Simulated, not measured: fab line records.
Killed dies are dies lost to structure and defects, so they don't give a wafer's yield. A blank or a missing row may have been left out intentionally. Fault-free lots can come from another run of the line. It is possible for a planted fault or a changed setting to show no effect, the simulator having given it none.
What tool caused it? -- flow nandHarc -- 28 wafers from 10 lots sampled at 9 of the route's 1159 steps

## WHAT EACH GAUGE READ, for each wafer
NHARC_A_SOURCE_PLATE_INSPECT_08.
lot,measured,on,rawDefectCount
L424,day 7 20:46,defectInspect-01,28 38 17
L426,day 8 03:47,defectInspect-02,22 53 35
L427,day 8 13:19,defectInspect-01,67 69 66
L429,day 8 18:53,defectInspect-01,28 27 41
L431,day 9 04:30,defectInspect-01,52 36 29
L432,day 9 18:49,defectInspect-02,63 42
L437,day 10 18:46,defectInspect-02,74 52 48
L436,day 10 18:47,defectInspect-01,51 105
L439,day 11 11:25,defectInspect-01,73 43 81
L446,day 12 16:08,defectInspect-02,48 39 75

NHARC_A_ONON_D1_THK_MEAS_27: measures by ellipsometry.
lot,measured,on,thkNm (nm)
L424,day 8 08:24,filmMetro-02,992 994 994
L426,day 8 16:46,filmMetro-01,1010 1010 1011
L427,day 9 02:10,filmMetro-02,983 983 982
L429,day 9 06:31,filmMetro-01,998 998 997
L431,day 9 16:10,filmMetro-02,1002 1002 1003
L432,day 10 07:23,filmMetro-01,1001 1001
L437,day 11 06:27,filmMetro-01,983 982 982
L436,day 11 06:37,filmMetro-02,1003 1003
L439,day 11 23:25,filmMetro-01,1014 1014 1014
L446,day 13 03:43,filmMetro-02,999 1000 1001

NHARC_A_CHANNEL_HOLE_D1_CD_MEAS_10: target cd 100 nm.
lot,measured,on,cdNm (nm)
L424,day 8 14:02,cdSem-03,99.9 100.0 99.5
L426,day 8 21:10,cdSem-02,100.2 100.2 99.8
L427,day 9 06:16,cdSem-01,100.2 99.3 99.9
L429,day 9 10:22,cdSem-03,100.0 100.3 100.2
L431,day 9 20:52,cdSem-02,100.6 100.2 100.2
L432,day 10 11:08,cdSem-03,112.6 112.5
L437,day 11 10:16,cdSem-01,100.0 100.0 99.7
L436,day 11 11:10,cdSem-02,109.9 110.3
L439,day 12 03:37,cdSem-02,100.8 100.4 100.7
L446,day 13 08:11,cdSem-01,99.8 99.8 99.6

NHARC_A_CHANNEL_HOLE_D1_CD_MEAS_30.
lot,measured,on,cdNm (nm)
L424,day 8 21:19,cdSem-02,90.3 90.3 88.4
L426,day 9 04:13,cdSem-01,89.7 90.2 90.3
L427,day 9 13:19,cdSem-03,90.3 90.2 90.1
L429,day 9 17:31,cdSem-01,90.1 89.9 90.8
L431,day 10 03:46,cdSem-02,90.6 92.0 90.9
L432,day 10 18:02,cdSem-03,103.4 104.2
L437,day 11 17:22,cdSem-02,88.6 89.6 88.5
L436,day 11 18:05,cdSem-01,99.8 101.1
L439,day 12 10:31,cdSem-02,90.3 90.9 90.6
L446,day 13 15:06,cdSem-02,89.8 89.3 89.5

NHARC_END_WLT_00.
lot,measured,on,VT_DECK1_BOTTOM,VT_DECK1_BOTTOM_INNER,VT_DECK1_MEDIAN_NEAR_BOTTOM,VT_DECK1_MEDIAN_NEAR_BOTTOM_INNER,VT_DECK1_MIDDLE,VT_DECK1_MIDDLE_INNER,VT_DECK1_TOP,VT_DECK1_TOP_INNER
L424,day 19 15:31,prober-01,0.879 0.878 0.872,0.863 0.863 0.878,0.873 0.874 0.868,0.870 0.872 0.870,0.895 0.890 0.886,0.888 0.888 0.892,0.900 0.894 0.891,0.895 0.892 0.900
L426,day 19 07:37,prober-02,0.865 0.868 0.868,0.860 0.867 0.864,0.866 0.867 0.874,0.864 0.869 0.874,0.881 0.883 0.883,0.881 0.882 0.879,0.899 0.889 0.901,0.889 0.891 0.888
L427,day 20 07:34,prober-01,0.874 0.884 0.869,0.875 0.880 0.877,0.881 0.879 0.882,0.885 0.888 0.869,0.898 0.887 0.898,0.878 0.898 0.888,0.909 0.905 0.899,0.909 0.902 0.904
L429,day 19 23:08,prober-02,0.868 0.873 0.875,0.864 0.873 0.874,0.873 0.870 0.877,0.869 0.871 0.866,0.888 0.889 0.900,0.887 0.887 0.889,0.897 0.898 0.901,0.905 0.899 0.897
L431,day 20 16:16,prober-02,0.876 0.875 0.878,0.876 0.887 0.869,0.878 0.880 0.877,0.874 0.877 0.872,0.894 0.894 0.884,0.885 0.879 0.886,0.891 0.900 0.901,0.898 0.895 0.892
L432,day 21 05:45,prober-01,0.899 0.894,0.894 0.894,0.895 0.903,0.890 0.897,0.907 0.902,0.912 0.907,0.913 0.910,0.905 0.904
L437,day 22 10:40,prober-01,0.867 0.871 0.863,0.873 0.871 0.862,0.868 0.879 0.865,0.863 0.867 0.866,0.890 0.885 0.879,0.884 0.891 0.875,0.895 0.897 0.896,0.900 0.901 0.902
L436,day 22 11:09,prober-02,0.897 0.895,0.896 0.894,0.896 0.903,0.897 0.901,0.904 0.908,0.903 0.910,0.917 0.908,0.921 0.921
L439,day 23 15:34,prober-01,0.868 0.867 0.864,0.863 0.866 0.860,0.873 0.871 0.869,0.874 0.861 0.868,0.878 0.873 0.877,0.883 0.874 0.887,0.885 0.890 0.890,0.889 0.886 0.888
L446,day 24 08:38,prober-02,0.875 0.870 0.868,0.874 0.867 0.866,0.871 0.870 0.873,0.869 0.865 0.876,0.884 0.881 0.888,0.885 0.876 0.883,0.902 0.909 0.894,0.897 0.890 0.894

NHARC_END_SORT_01.
lot,measured,on,killedAtArray,killedAtOther,killedAtPeriphery,killedDies,killedOpen,killedShort
L432,day 21 09:03,prober-01,35 44,0 1,1 1,36 46,3 2,1 3
L436,day 22 14:42,prober-02,28 20,0 0,9 6,37 26,5 4,1 3

## WHAT TOOL EACH LOT RAN ON (gives the tool, then ch and the chambers of the sampled wafers, and finally the start)
lot,NHARC_A_CHANNEL_HOLE_D1_DEP_01,NHARC_A_CHANNEL_HOLE_D1_PEB_08,NHARC_A_CHANNEL_HOLE_D1_XSEM_31
L424,"pecvd-04 ch 0,2, day 8 13:20","lithoTrack-06 ch 0, day 8 13:57","xsem-02 ch 0, day 8 21:24"
L426,"pecvd-01 ch 0,1,2, day 8 20:28","lithoTrack-04 ch 0, day 8 21:05","xsem-02 ch 0, day 9 04:19"
L427,"pecvd-02 ch 1,2, day 9 05:33","lithoTrack-06 ch 0, day 9 06:11","xsem-02 ch 0, day 9 13:25"
L429,"pecvd-02 ch 0,2, day 9 09:38","lithoTrack-01 ch 0, day 9 10:17","xsem-02 ch 0, day 9 17:36"
L431,"pecvd-02 ch 0,2, day 9 20:08","lithoTrack-06 ch 0, day 9 20:47","xsem-01 ch 0, day 10 03:51"
L432,"pecvd-02 ch 1,2, day 10 10:32","lithoTrack-06 ch 0, day 10 11:04","xsem-01 ch 0, day 10 18:07"
L437,"pecvd-04 ch 0,1,2, day 11 09:33","lithoTrack-04 ch 0, day 11 10:11","xsem-01 ch 0, day 11 17:28"
L436,"pecvd-01 ch 0, day 11 10:28","lithoTrack-06 ch 0, day 11 11:05","xsem-02 ch 0, day 11 18:11"
L439,"pecvd-04 ch 0,1, day 12 03:02","lithoTrack-04 ch 0, day 12 03:32","xsem-02 ch 0, day 12 10:37"
L446,"pecvd-01 ch 0,1,2, day 13 07:28","lithoTrack-04 ch 0, day 13 08:07","xsem-01 ch 0, day 13 15:12"
- NHARC_A_CHANNEL_HOLE_D1_DEP_01: deposits SiON, target thk 140 nm.
- NHARC_A_CHANNEL_HOLE_D1_PEB_08: peb time 65 s.
- NHARC_A_CHANNEL_HOLE_D1_XSEM_31

## WHAT THE TOOLS THEMSELVES READ (means of the sampled wafers that have a number; where no wafer has one, the mark that the record gives instead)
NHARC_A_CHANNEL_HOLE_D1_DEP_01.
lot,tool,heaterPowerW (W),rfFwdPowerW (W)
L424,pecvd-04,799,349.2
L426,pecvd-01,774,348.6
L427,pecvd-02,765,347.0
L429,pecvd-02,740,347.9
L431,pecvd-02,816,348.2
L432,pecvd-02,854,348.1
L437,pecvd-04,777,348.7
L436,pecvd-01,756,348.8
L439,pecvd-04,792,348.2
L446,pecvd-01,743,349.2

NHARC_A_CHANNEL_HOLE_D1_PEB_08.
lot,tool,plateTempC (C)
L424,lithoTrack-06,100.07
L426,lithoTrack-04,100.08
L427,lithoTrack-06,99.91
L429,lithoTrack-01,99.99
L431,lithoTrack-06,100.03
L432,lithoTrack-06,99.97
L437,lithoTrack-04,100.09
L436,lithoTrack-06,100.06
L439,lithoTrack-04,99.85
L446,lithoTrack-04,99.99

NHARC_A_CHANNEL_HOLE_D1_XSEM_31.
lot,tool,botCdNm (nm),bowNm (nm),tiltDeg (degrees)
L424,xsem-02,74.0,8.91,0.00
L426,xsem-02,74.2,8.87,0.08
L427,xsem-02,74.2,8.51,0.11
L429,xsem-02,75.1,8.65,0.06
L431,xsem-01,75.8,8.37,0.09
L432,xsem-01,88.4,8.50,0.11
L437,xsem-01,73.8,8.98,0.08
L436,xsem-02,85.6,8.46,0.14
L439,xsem-02,75.0,9.09,0.03
L446,xsem-01,74.7,8.97,0.04

## THE ANSWER, worked out from the rows above alone
Rule: usual is defined by the lots themselves. Put in order of their means at a reading, lots are off if they are a third of the lots or fewer, leave a main group of 4 or more, and stand apart from it by a gap of 3 or more times the standard deviation of the main group's means; of several such gaps the widest counts. Not used: any main group whose means are identical at the precision the tables above print for the reading. Also off: a lot with no number at a reading for which 4 or more lots have one. The other lots that the step has rows for count as sound. After the gauges, taken in route order, come the tools' own readings; for these a lot's mean is taken, as printed above. The first step at which some lot is off is used, and at that step the reading that is off furthest; a lot without a number counts as furthest.
Off, at NHARC_A_CHANNEL_HOLE_D1_CD_MEAS_10 on cdNm: L432, L436. For the main group the mean is 100.1 nm and the standard deviation 0.29.
If a tool, at a process step before that reading, ran all the lots that are off and no sound lot after the first of them, it fits. Not tried: the gauges at NHARC_A_CHANNEL_HOLE_D1_CD_MEAS_10; whatever is off there is also off at NHARC_END_WLT_00, on other tools, and gauge error can't account for it. One fits: NHARC_A_CHANNEL_HOLE_D1_PEB_08 on lithoTrack-06. Its last sound lot is L431 (day 9 20:47), its first lot that is off L432 (day 10 11:04): a fault that began between those two fits.

## WHAT HAD BEEN PUT IN BY THE SIMULATOR
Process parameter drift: lithoTrack-06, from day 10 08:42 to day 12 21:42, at NHARC_A_CHANNEL_HOLE_D1_PEB_08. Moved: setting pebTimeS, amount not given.
Shown lots that were struck: L432, L436. Same finding as the rule above.
